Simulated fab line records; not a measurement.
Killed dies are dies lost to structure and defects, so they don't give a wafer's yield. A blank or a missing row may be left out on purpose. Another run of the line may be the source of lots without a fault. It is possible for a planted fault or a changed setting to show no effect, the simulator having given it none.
fab line records	flow n5Finfet	part 1 of 2: steps 1 to 8 of 9
[record] lots = 7	wafers = 19	lastDay = 18
route steps=1938 shown BEOL_M9@1435 BEOL_M15@1830 PASSIVATION@1936
lots that met no fault: taken from a fault-free run of the same line
startH: start of the lot's first displayed wafer, in hours after the record's first day	waitH: hours since the lot's step before	" as in the row above	L1.1+2: several wafers, shown together as one row	- no value present, or no start provided	* or withheld: withheld	< > ~ a bound
route shown NAME@n: a module of which the file shows steps, and the number in the route of the first	usual: mean and standard deviation over wafers with no fault	same: alike in all rows	chamber/n: place in a boat	sites: readings site by site	_std_site: their standard deviation	_edge_site: mean of outer sites minus mean of inner sites	radiusMm: how far each site lies from the wafer's centre	mask NAME#n: copy n	behind: tool/chamber where the wafer was last shaped	hold: why the lot was held/for how many hours/how that ended	device: transistor that didn't switch, given as n, p or np	end of line: tests run on the same wafers once the route is complete	step lacking rows: just its recipe	killed: count of dies lost to structure and defects at first sort (not the wafer's yield)	map: a wafer's dies, marking killed ones x, the rest . and places with no die _
set.NAME: setting as actually run; set.NAME@STEP: the setting as run at that earlier step	model.NAME: the simulator's own value behind a step, which no gauge read
one table for each step of the route and one row for each wafer, over a sample of lots
services: the hour from which a tool's chamber was out of use, counted from the record's first day as startH (under 0 if before that day), plus the number of hours and why
[[steps]]
[step N5_BEOL_M9_OVL_MEAS_29]
[recipe] pointsPerWafer = 522
[usual] V8_OVL = 0.0/0.68
lot.wafer	tool	chamber	startH	waitH	V8_OVL[nm]
L751.1	overlay-01	0	207.05	0.0	-0.6
L751.4	"	0	"	"	-0.2
L751.6	"	0	"	"	0.2
L754.1	overlay-01	0	234.63	0.0	0.8
L754.2	"	0	"	"	0.3
L754.4	"	0	"	"	0.6
L760.1	overlay-01	0	283.84	0.0	-1.1
L760.4	"	0	"	"	0.9
L762.3	overlay-02	0	290.35	0.0	-0.2
L762.4	"	0	"	"	-0.4
L767.2	overlay-02	0	319.94	0.0	-1.1
L767.4	"	0	"	"	-0.9
L767.6	"	0	"	"	-1.3
L768.2	overlay-02	0	333.24	0.0	0.4
L768.5	"	0	"	"	-0.2
L768.6	"	0	"	"	0.5
L772.1	overlay-02	0	365.66	0.0	0.0
L772.2	"	0	"	"	0.0
L772.6	"	0	"	"	0.8
[step N5_BEOL_M9_VIA_ETCH_34]
[recipe] chemistry = C4F6/O2	target = SiCOH_lowk	targetDepthA = 1824	maskMaterial = SOC	taperDeg = 4	timeS = 68.4	ionEnergyEv = 250	pressureMtorr = 30	sourceW = 345	biasW = 185	Ar_flow_sccm = 300	C4F6_flow_sccm = 10	O2_flow_sccm = 10
[usual] biasW = 185.0/0.58	drypumpMotorCurrentA = 5.9/0.58	oes_f_703_au = 0.82/0.086	oesProductAu = 0.82/0.086	rfFwdPowerW = 341.8/1.7	rfVppV = 660/8.6	showerheadPlenumPTorr = 2.87/0.088	throttleValvePct = 20.87/0.25
lot.wafer	tool	chamber	startH	waitH	biasW	drypumpMotorCurrentA	oes_f_703_au	oesProductAu	rfFwdPowerW	rfHoursCounterH	rfVppV	showerheadPlenumPTorr	throttleValvePct
L751.1	rieDiel-04	1	207.32	0.0	185.3	5.3	0.67	0.67	340.7	253	666	2.92	20.87
L751.4	"	3	"	"	185.0	5.5	0.94	0.90	342.7	-	648	3.02	20.47
L751.6	"	1	"	"	185.4	5.3	0.65	0.67	339.2	-	667	2.93	20.88
L754.1	rieDiel-04	3	235.31	0.0	185.0	5.5	0.92	0.89	340.2	30	646	3.02	20.51
L754.2	"	2	"	"	184.9	5.7	0.71	0.69	339.5	258	668	2.94	21.02
L754.4	"	2	"	"	185.0	5.7	0.71	0.68	338.2	-	666	2.94	21.02
L760.1	rieDiel-04	1	284.39	0.0	184.7	5.4	0.89	0.92	340.4	12	666	2.92	20.56
L760.4	"	0	"	"	184.8	5.4	0.87	0.89	340.3	-	671	2.90	21.04
L762.3	rieDiel-04	0	290.61	0.0	186.2	5.4	0.87	0.90	340.9	24	670	2.89	21.04
L762.4	"	1	"	"	184.5	5.3	0.88	0.92	339.1	-	665	2.92	20.56
L767.2	rieDiel-02	3	320.21	0.0	184.5	6.5	0.72	0.72	340.6	197	662	2.83	21.08
L767.4	"	0	"	"	185.3	5.0	0.95	0.92	344.2	33	665	2.98	20.53
L767.6	"	3	"	"	185.1	6.5	0.72	0.73	337.4	-	661	2.83	21.07
L768.2	rieDiel-02	0	333.51	0.0	184.5	5.0	0.94	0.92	344.2	35	665	2.98	20.52
L768.5	"	3	"	"	184.5	6.5	0.71	0.73	341.0	-	660	2.83	21.08
L768.6	"	0	"	"	184.9	5.0	0.94	0.92	344.3	-	664	2.98	20.53
L772.1	rieDiel-02	1	365.94	0.0	185.7	6.2	0.78	0.84	343.5	55	668	2.80	20.99
L772.2	"	2	"	"	185.3	6.8	0.75	0.76	340.2	130	652	2.85	21.27
L772.6	"	2	"	"	185.1	6.7	0.75	0.77	340.2	-	654	2.85	21.29
[step N5_BEOL_M9_TRENCH_ETCH_37]
[recipe] chemistry = C4F6/O2	targetDepthA = 1514.3	target = SiCOH_lowk	timeS = 49	ionEnergyEv = 250	pressureMtorr = 30	sourceW = 345	biasW = 185	Ar_flow_sccm = 300	C4F6_flow_sccm = 10	O2_flow_sccm = 10
[usual] biasW = 184.9/0.58	drypumpMotorCurrentA = 5.9/0.58	oes_f_703_au = 0.82/0.086	oesProductAu = 0.82/0.086	rfFwdPowerW = 341.2/1.9	rfVppV = 660/8.6	showerheadPlenumPTorr = 2.87/0.088	throttleValvePct = 20.90/0.25
lot.wafer	tool	chamber	startH	waitH	biasW	drypumpMotorCurrentA	oes_f_703_au	oesProductAu	rfFwdPowerW	rfHoursCounterH	rfVppV	showerheadPlenumPTorr	throttleValvePct
L751.1	rieDiel-04	1	207.42	-	184.7	5.4	0.66	0.67	340.2	253	666	2.93	20.90
L751.4	"	3	"	"	184.7	5.5	0.94	0.91	341.6	-	647	3.02	20.48
L751.6	"	1	"	"	184.9	5.3	0.66	0.67	342.1	-	666	2.92	20.90
L754.1	rieDiel-04	3	235.42	-	185.6	5.5	0.91	0.89	339.4	30	645	3.02	20.52
L754.2	"	2	"	"	184.2	5.7	0.71	0.68	340.2	258	667	2.93	21.04
L754.4	"	2	"	"	185.3	5.7	0.71	0.68	338.5	-	666	2.93	21.05
L760.1	rieDiel-04	1	284.49	-	185.7	5.3	0.89	0.82	339.7	12	665	2.92	20.54
L760.4	"	0	"	"	185.3	5.4	0.88	0.89	341.0	-	670	2.90	21.07
L762.3	rieDiel-04	0	290.71	-	183.9	5.4	0.87	0.79	342.2	24	670	2.89	21.04
L762.4	"	1	"	"	185.3	5.4	0.89	0.92	338.4	-	665	2.92	20.58
L767.2	rieDiel-02	3	320.31	-	184.5	6.5	0.72	0.72	339.6	197	660	2.83	21.09
L767.4	"	0	"	"	184.5	5.1	0.94	0.93	342.5	33	665	2.98	20.55
L767.6	"	3	"	"	185.8	6.5	0.71	0.72	340.8	-	659	2.83	21.12
L768.2	rieDiel-02	0	333.61	-	184.3	5.0	0.95	0.92	342.4	35	665	2.98	20.57
L768.5	"	3	"	"	185.2	6.5	0.71	0.72	341.1	-	660	2.83	21.12
L768.6	"	0	"	"	184.3	5.1	0.94	0.92	342.5	-	664	2.98	20.55
L772.1	rieDiel-02	1	366.04	-	185.2	6.2	0.78	0.83	342.8	55	669	2.80	21.01
L772.2	"	2	"	"	185.3	6.7	0.74	0.76	340.0	130	653	2.85	21.30
L772.6	"	2	"	"	185.2	6.7	0.75	0.77	341.9	-	654	2.85	21.30
[step N5_BEOL_M9_STRIP_80]
[recipe] chemistry = N2/H2	timeS = 10	powerW = 450	tempC = 40	pressureMtorr = 20	rfFrequencyHz = 6e+07	biasPowerW = 7	n2FlowSccm = 200	h2FlowSccm = 200
[usual] drypumpMotorCurrentA = 5.9/0.58	oesProductAu = 0.83/0.085	rfVppV = 59.2/0.84	showerheadPlenumPTorr = 2.56/0.084	throttleValvePct = 23.65/0.29
lot.wafer	tool	chamber	startH	waitH	drypumpMotorCurrentA	oesProductAu	rfHoursCounterH	rfVppV	showerheadPlenumPTorr	throttleValvePct
L751.1	rieDiel-04	1	-	-	5.4	0.67	253	59.4	2.61	23.84
L751.4	"	3	"	"	5.5	0.92	-	59.8	2.69	22.97
L751.6	"	1	"	"	5.4	0.67	-	58.5	2.61	23.83
L754.1	rieDiel-04	3	-	-	5.5	0.90	30	58.0	2.68	22.99
L754.2	"	2	"	"	5.7	0.67	258	59.6	2.59	23.55
L754.4	"	2	"	"	5.7	0.68	-	59.4	2.59	23.58
L760.1	rieDiel-04	1	-	-	5.4	0.92	12	60.7	2.60	23.60
L760.4	"	0	"	"	5.4	0.90	-	60.7	2.59	24.06
L762.3	rieDiel-04	0	-	-	5.4	0.90	24	59.1	2.58	24.06
L762.4	"	1	"	"	5.4	0.92	-	59.2	2.60	23.59
L767.2	rieDiel-02	3	-	-	6.5	0.74	197	59.3	2.52	23.65
L767.4	"	0	"	"	5.1	0.92	33	59.6	2.68	23.38
L767.6	"	3	"	"	6.5	0.73	-	58.7	2.52	23.63
L768.2	rieDiel-02	0	-	-	5.0	0.93	35	58.7	2.68	23.40
L768.5	"	3	"	"	6.5	0.74	-	60.0	2.52	23.64
L768.6	"	0	"	"	5.0	0.93	-	59.4	2.68	23.39
L772.1	rieDiel-02	1	-	-	6.2	0.85	55	59.7	2.47	23.98
L772.2	"	2	"	"	6.7	0.77	130	59.0	2.54	23.99
L772.6	"	2	"	"	6.7	0.77	-	59.4	2.54	23.98
[step N5_BEOL_M9_OCD_MEAS_38]
[usual] trenchDepthNm = 150/3.2
lot.wafer	tool	chamber	startH	waitH	trenchDepthNm
L751.1	ocd-02	-	207.60	-	147
L751.4	"	-	"	"	149
L751.6	"	-	"	"	147
L754.1	ocd-01	-	235.59	-	149
L754.2	"	-	"	"	151
L754.4	"	-	"	"	151
L760.1	ocd-01	-	284.66	-	125
L760.4	"	-	"	"	152
L762.3	ocd-02	-	290.89	-	122
L762.4	"	-	"	"	154
L767.2	ocd-02	-	320.48	-	147
L767.4	"	-	"	"	156
L767.6	"	-	"	"	147
L768.2	ocd-01	-	333.78	-	157
L768.5	"	-	"	"	149
L768.6	"	-	"	"	157
L772.1	ocd-02	-	366.22	-	151
L772.2	"	-	"	"	148
L772.6	"	-	"	"	147
[step N5_BEOL_M9_THK_MEAS_53]
[recipe] thkMeasGauge = xrf	reads = Cu_of_BEOL_M9_ECD_50
[usual] M9_THK = 140/3.6
lot.wafer	tool	chamber	startH	waitH	M9_THK[nm]
L751.1	filmMetro-02	-	209.52	-	132
L751.4	"	-	"	"	138
L751.6	"	-	"	"	135
L754.1	filmMetro-02	-	239.29	-	137
L754.2	"	-	"	"	140
L754.4	"	-	"	"	140
L760.1	filmMetro-02	-	288.35	-	115
L760.4	"	-	"	"	141
L762.3	filmMetro-02	-	293.35	-	111
L762.4	"	-	"	"	142
L767.2	filmMetro-01	-	325.45	-	135
L767.4	"	-	"	"	145
L767.6	"	-	"	"	136
L768.2	filmMetro-01	-	336.98	-	148
L768.5	"	-	"	"	140
L768.6	"	-	"	"	148
L772.1	filmMetro-02	-	369.68	-	139
L772.2	"	-	"	"	136
L772.6	"	-	"	"	135
[step N5_BEOL_M9_RS_MEAS_57]
[recipe] thkMeasGauge = four-point-probe	reads = Cu_of_BEOL_M9_ECD_50+Co_of_BEOL_M9_CVD_78+TaN_of_BEOL_M9_ALD_74
[usual] M9_RS = 0.153/0.0041
lot.wafer	tool	chamber	startH	waitH	M9_RS[ohm/sq]
L751.1	filmMetro-01	-	209.69	0.1	0.160
L751.4	"	-	"	"	0.154
L751.6	"	-	"	"	0.158
L754.1	filmMetro-01	-	239.43	0.1	0.156
L754.2	"	-	"	"	0.152
L754.4	"	-	"	"	0.151
L760.1	filmMetro-01	-	288.49	0.1	0.190
L760.4	"	-	"	"	0.152
L762.3	filmMetro-01	-	293.48	0.1	0.197
L762.4	"	-	"	"	0.149
L767.2	filmMetro-02	-	325.58	0.1	0.159
L767.4	"	-	"	"	0.146
L767.6	"	-	"	"	0.158
L768.2	filmMetro-02	-	337.12	0.1	0.145
L768.5	"	-	"	"	0.154
L768.6	"	-	"	"	0.144
L772.1	filmMetro-01	-	369.81	0.1	0.152
L772.2	"	-	"	"	0.155
L772.6	"	-	"	"	0.156
[step N5_BEOL_M15_RC_MEAS_101]
[usual] COMB_M10 = 1.46e-11/2.8e-12	COMB_M11 = 1.5e-11/3e-12	COMB_M12 = 6.6e-12/1.4e-12	COMB_M12_max_site = 9.5e-12/2.1e-12	COMB_M13 = 5.1e-12/1.1e-12	COMB_M14 = 3.8e-12/7.8e-13	COMB_M15 = 2.8e-12/5.2e-13	COMB_M5 = 3.6e-11/6.8e-12	COMB_M6 = 2.5e-11/5.8e-12	COMB_M7 = 2.6e-11/5.5e-12	COMB_M8 = 2.6e-11/4.5e-12	COMB_M8_max_site = 3.7e-11/7.6e-12	SERP_M10 = 3.04/0.091	SERP_M11 = 3.09/0.094	SERP_M12 = 0.636/0.017	SERP_M13 = 0.311/0.0067	SERP_M14 = 0.158/0.0049	SERP_M5 = 38.7/1.7	SERP_M6 = 13.8/0.5	SERP_M6_max_site = 14.3/0.58	SERP_M7 = 13.8/0.57	SERP_M8 = 13.6/0.5	SERP_M9 = 3.10/0.1	SERP_M9_max_site = 3.21/0.1
lot.wafer	tool	chamber	startH	waitH	COMB_M10[S/m]	COMB_M11[S/m]	COMB_M12[S/m]	COMB_M12_max_site[S/m]	COMB_M13[S/m]	COMB_M14[S/m]	COMB_M15[S/m]	COMB_M5[S/m]	COMB_M6[S/m]	COMB_M7[S/m]	COMB_M8[S/m]	COMB_M8_max_site[S/m]	SERP_M10[ohm/um]	SERP_M11[ohm/um]	SERP_M12[ohm/um]	SERP_M13[ohm/um]	SERP_M14[ohm/um]	SERP_M5[ohm/um]	SERP_M6[ohm/um]	SERP_M6_max_site[ohm/um]	SERP_M7[ohm/um]	SERP_M8[ohm/um]	SERP_M9[ohm/um]	SERP_M9_max_site[ohm/um]
L751.1	prober-01	0	249.84	0.0	1.72e-11	1.5e-11	6.9e-12	8.1e-12	4.4e-12	4.1e-12	2.5e-12	3.3e-11	1.6e-11	1.4e-11	2.6e-11	3.8e-11	3.09	3.01	0.628	0.296	0.157	38.5	12.9	13.6	14.4	13.2	3.26	3.37
L751.4	"	0	"	"	1.46e-11	1.3e-11	6.3e-12	9.7e-12	6e-12	4.9e-12	2.6e-12	3e-11	1.8e-11	2.8e-11	2e-11	2.7e-11	3.13	2.89	0.631	0.314	0.158	38.4	13.0	13.5	14.1	13.6	3.16	3.24
L751.6	"	0	"	"	1.27e-11	1.2e-11	8.4e-12	9.9e-12	4.3e-12	4.7e-12	3.5e-12	2.4e-11	2.4e-11	2.4e-11	2.3e-11	2.9e-11	3.14	3.04	0.599	0.298	0.156	38.9	14.0	14.2	15.4	14.2	3.30	3.38
L754.1	prober-01	0	282.35	0.0	1.28e-11	2.1e-11	6.8e-12	9.3e-12	4e-12	3e-12	2.6e-12	2.5e-11	2e-11	2.6e-11	3.3e-11	4.5e-11	3.12	2.94	0.641	0.314	0.167	39.6	13.2	13.6	12.8	13.4	3.08	3.31
L754.2	"	0	"	"	2.04e-11	2.2e-11	8.3e-12	9.7e-12	4.3e-12	3.6e-12	3.2e-12	3.4e-11	2.8e-11	4.3e-11	2.5e-11	3.4e-11	3.09	3.17	0.652	0.308	0.158	41.5	13.8	14.2	12.9	13.8	3.08	3.19
L754.4	"	0	"	"	1.79e-11	1.1e-11	7.2e-12	8.4e-12	3.7e-12	2.8e-12	2.5e-12	3.5e-11	2.4e-11	3.3e-11	2.1e-11	3.2e-11	3.00	3.05	0.604	0.297	0.158	40.3	13.2	14.2	13.4	13.5	3.04	3.17
L760.1	prober-02	0	327.07	0.0	1.48e-11	1.2e-11	4.9e-12	7.5e-12	6.2e-12	4e-12	2.4e-12	3.1e-11	2.6e-11	2.9e-11	2.4e-11	2.9e-11	2.99	3.15	0.628	0.315	0.160	38.9	13.9	14.7	14.6	14.5	3.79	3.89
L760.4	"	0	"	"	1.49e-11	1.6e-11	6.5e-12	1.03e-11	5.8e-12	6.1e-12	3e-12	3.7e-11	2.1e-11	2.5e-11	1.5e-11	1.9e-11	3.11	3.15	0.610	0.318	0.149	38.5	13.8	13.9	14.3	14.4	3.11	3.28
L762.3	prober-01	0	335.57	0.3	1.99e-11	1.4e-11	6e-12	9.3e-12	5.2e-12	4.6e-12	2.6e-12	3.3e-11	2.5e-11	2.5e-11	2.7e-11	3e-11	3.20	3.22	0.654	0.312	0.158	42.0	13.5	14.1	13.6	14.0	4.03	4.10
L762.4	"	0	"	"	1.73e-11	1.5e-11	9.5e-12	1.18e-11	7e-12	3.9e-12	2.6e-12	2.8e-11	2.7e-11	2.6e-11	2.5e-11	3.3e-11	3.14	3.19	0.665	0.320	0.157	41.5	13.6	13.9	13.3	13.4	3.04	3.18
L767.2	prober-02	0	368.10	0.2	1.74e-11	1.5e-11	3.8e-12	6.4e-12	3.3e-12	3.8e-12	3.3e-12	3.1e-11	2.7e-11	3.1e-11	2.1e-11	3.6e-11	3.14	3.02	0.622	0.317	0.158	38.0	13.8	14.7	13.5	13.1	3.18	3.29
L767.4	"	0	"	"	1.87e-11	2.2e-11	5.2e-12	8.3e-12	2.9e-12	4.4e-12	2.5e-12	3.8e-11	2.2e-11	3.7e-11	2.9e-11	4.5e-11	3.20	3.19	0.656	0.312	0.154	39.1	13.5	13.9	14.4	13.2	2.98	3.04
L767.6	"	0	"	"	1.32e-11	1.7e-11	5.3e-12	6.5e-12	4.7e-12	4.7e-12	3.6e-12	4.1e-11	3.8e-11	2.8e-11	2.6e-11	3.4e-11	3.26	2.96	0.636	0.320	0.162	37.2	12.9	13.2	13.8	13.1	3.18	3.24
L768.2	prober-02	0	379.23	0.2	1.52e-11	1.1e-11	6.3e-12	1.02e-11	6.3e-12	3e-12	2.3e-12	3.9e-11	2.8e-11	1.9e-11	2.4e-11	4.1e-11	2.91	3.04	0.636	0.298	0.161	36.3	13.7	14.3	13.4	12.9	2.91	3.04
L768.5	"	0	"	"	1.48e-11	1.3e-11	6.5e-12	7.8e-12	4.3e-12	2.5e-12	2.3e-12	3.2e-11	3.6e-11	1.9e-11	2.5e-11	4.3e-11	2.89	3.08	0.624	0.310	0.159	36.4	14.7	15.2	14.1	14.6	3.12	3.16
L768.6	"	0	"	"	1.85e-11	1.5e-11	5.9e-12	9.2e-12	6.5e-12	2.9e-12	2.7e-12	5e-11	3.4e-11	2.2e-11	2e-11	3.6e-11	2.93	3.16	0.600	0.304	0.163	38.3	13.7	14.7	13.3	13.3	2.97	2.98
L772.1	prober-01	0	406.16	0.0	1.81e-11	1.9e-11	6.1e-12	1.16e-11	3.6e-12	4.2e-12	2e-12	2.3e-11	1.3e-11	2.1e-11	3.1e-11	4.1e-11	2.97	3.13	0.638	0.316	0.158	39.5	14.4	14.7	13.9	12.8	3.08	3.20
L772.2	"	0	"	"	1.79e-11	1.5e-11	7.9e-12	1.02e-11	4.9e-12	3.5e-12	2.1e-12	3e-11	2e-11	2.7e-11	2.7e-11	4.2e-11	2.82	3.08	0.631	0.316	0.159	38.0	13.9	14.3	13.4	13.5	3.16	3.21
L772.6	"	0	"	"	1.65e-11	1.7e-11	6e-12	8e-12	5e-12	3.8e-12	2.8e-12	3.1e-11	2.6e-11	2.2e-11	3.1e-11	4.9e-11	2.93	3.22	0.627	0.312	0.150	39.1	14.5	14.8	13.8	12.9	3.30	3.32
// sites SERP_M9 radiusMm=0,75,75,75,75,140,140,140,140
L751.1 3.10 3.26 3.17 3.20 3.21 3.37 3.27 3.34 3.27
L754.1 2.96 3.08 3.07 3.05 3.05 3.31 3.28 3.24 3.28
L760.1 3.65 3.66 3.79 3.74 3.70 3.85 3.89 3.84 3.86
L762.3 4.10 4.09 4.07 4.08 4.03 3.95 3.89 3.89 3.89
L767.2 3.11 3.16 3.20 3.17 3.23 3.18 3.29 3.18 3.28
L768.2 2.80 2.87 2.88 2.84 2.91 2.93 3.03 2.94 3.04
L772.1 3.02 3.06 3.07 3.04 3.09 3.08 3.20 3.09 3.18
[[key]]
[firstSign] step = N5_BEOL_M9_OCD_MEAS_38	reading = trenchDepthNm	direction = down	sigmas = 8.3	usual = 150	struck = 123
[effect] step = N5_BEOL_M9_THK_MEAS_53	reading = M9_THK	direction = down	sigmas = 7.6	usual = 140	struck = 113
[effect] step = N5_BEOL_M9_RS_MEAS_57	reading = M9_RS	direction = up	sigmas = 10	usual = 0.153	struck = 0.194
[effect] step = N5_BEOL_M15_RC_MEAS_101	reading = SERP_M9	direction = up	sigmas = 8.1	usual = 3.10	struck = 3.91
metAt N5_BEOL_M9_TRENCH_ETCH_37
struckLots L760,L762
struckWafers L760.1,L762.3
notActingAt N5_BEOL_M9_OVL_MEAS_29,N5_BEOL_M9_VIA_ETCH_34,N5_BEOL_M9_STRIP_80
onsetBetween 235.42 284.49
[fault] kind = processParameterDrift	tool = rieDiel-04	chamber = -	onsetH = 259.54	steps = N5_BEOL_M9_TRENCH_ETCH_37	channel = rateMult	offset = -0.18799	shape = step	endH = 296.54	scope = struckWafersOnly
